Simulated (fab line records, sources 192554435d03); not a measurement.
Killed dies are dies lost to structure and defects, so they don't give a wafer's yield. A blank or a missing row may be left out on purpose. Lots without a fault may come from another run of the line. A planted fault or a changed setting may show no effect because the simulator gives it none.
Chamber matching | flow n5_finfet | N5_BEOL_M5_ILD_DEP_00 on pecvd-01: 3 sister chambers
The step deposits SiCOH lowk from DEMS/porogen, target thk 140.64 nm, time 25.9 s. 3 wafers are shown with their chamber, then 8 later ones without.

WAFERS WITH THEIR CHAMBER
wafer  | chamber | throttle_valve_pct (%)
L087.5 | 0       | 12.7
L088.4 | 1       | 14.1
L094.1 | 2       | 13.9

WAFERS WITHOUT THEIR CHAMBER
wafer  | throttle_valve_pct (%)
L094.2 | 14.2
L094.6 | 13.9
L095.1 | 12.8
L095.3 | 13.7
L095.5 | 13.8
L097.2 | 13.9
L097.4 | 13.0
L097.6 | 13.9

WHICH CHAMBER EACH WENT THROUGH
wafer  | from the rows above     | in truth
L094.2 | can't be placed: 1 or 2 | 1
L094.6 | can't be placed: 2 or 1 | 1
L095.1 | 0                       | 0
L095.3 | can't be placed: 2 or 1 | 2
L095.5 | can't be placed: 2 or 1 | 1
L097.2 | can't be placed: 2 or 1 | 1
L097.4 | 0                       | 0
L097.6 | can't be placed: 2 or 1 | 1
Placed correctly: 2 of 8. Can't be placed from these rows: 6 (the true chamber is among the candidates in 6). Placed wrongly: 0.
How it was worked out, from the rows above alone: a wafer's distance from a chamber is the root of the sum, over the readings, of the square of ((its reading less the chamber's mean) divided by the reading's scatter). The wafer belongs to the nearest chamber; if the next one is less than 2 further off, it can't be placed. A chamber's mean is the mean of its shown wafers. The scatter: with one shown wafer a chamber, the root of the mean of the squares of how far each hidden wafer lies from its nearest shown one.
